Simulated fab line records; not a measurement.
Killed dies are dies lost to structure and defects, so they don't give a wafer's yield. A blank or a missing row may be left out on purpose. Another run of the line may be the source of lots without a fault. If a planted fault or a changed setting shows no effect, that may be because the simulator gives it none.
Matching of chambers -- flow n5_finfet -- 4 sister chambers for N5_MOL_CONTACT_COAG_ETCH_59 on rie_diel-04
The step etches underlayer in N2/H2, target depth 13 nm, time 10.4 s. 8 wafers are shown with their chamber, then 7 later ones without.

== WAFERS, EACH WITH ITS CHAMBER ==
wafer,chamber,drypump_motor_current_A (A),etch_rf_on_time_s (s)
L079.6,2,5.7,10.8
L082.2,2,5.7,10.9
L083.6,0,6.0,11.0
L094.1,0,6.0,10.8
L094.2,3,5.0,9.9
L094.3,1,5.6,10.6
L094.4,3,5.1,9.9
L094.5,1,5.6,10.5

== WAFERS WITHOUT THEIR CHAMBER ==
wafer,drypump_motor_current_A (A),etch_rf_on_time_s (s)
L094.6,6.0,10.7
L096.2,5.6,10.3
L096.4,6.0,10.5
L096.6,5.1,9.8
L097.3,6.0,10.9
L097.5,5.6,10.7
L097.6,6.0,10.9

== THE CHAMBER EACH PASSED THROUGH ==
wafer,from the rows above,in truth
L094.6,0,0
L096.2,1,1
L096.4,0,0
L096.6,3,3
L097.3,0,0
L097.5,can't be placed: 1 or 2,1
L097.6,0,0
Correctly placed: 6 of 7. Unplaceable from these rows: 1, with the true chamber sitting among the candidates in 1. Placed wrongly: 0.
How it was worked out, from the rows above alone: a wafer's distance from a chamber is the root of the sum, over the readings, of the square of ((its reading less the chamber's mean) divided by the reading's scatter). If the next closest chamber is less than 2 further off than the closest, the wafer can't be placed; otherwise it belongs to the closest. The mean given for a chamber averages the wafers shown for that chamber. The scatter: the root of (the sum of the squares of (reading less its chamber's mean) over the shown wafers, divided by (wafers less chambers)).
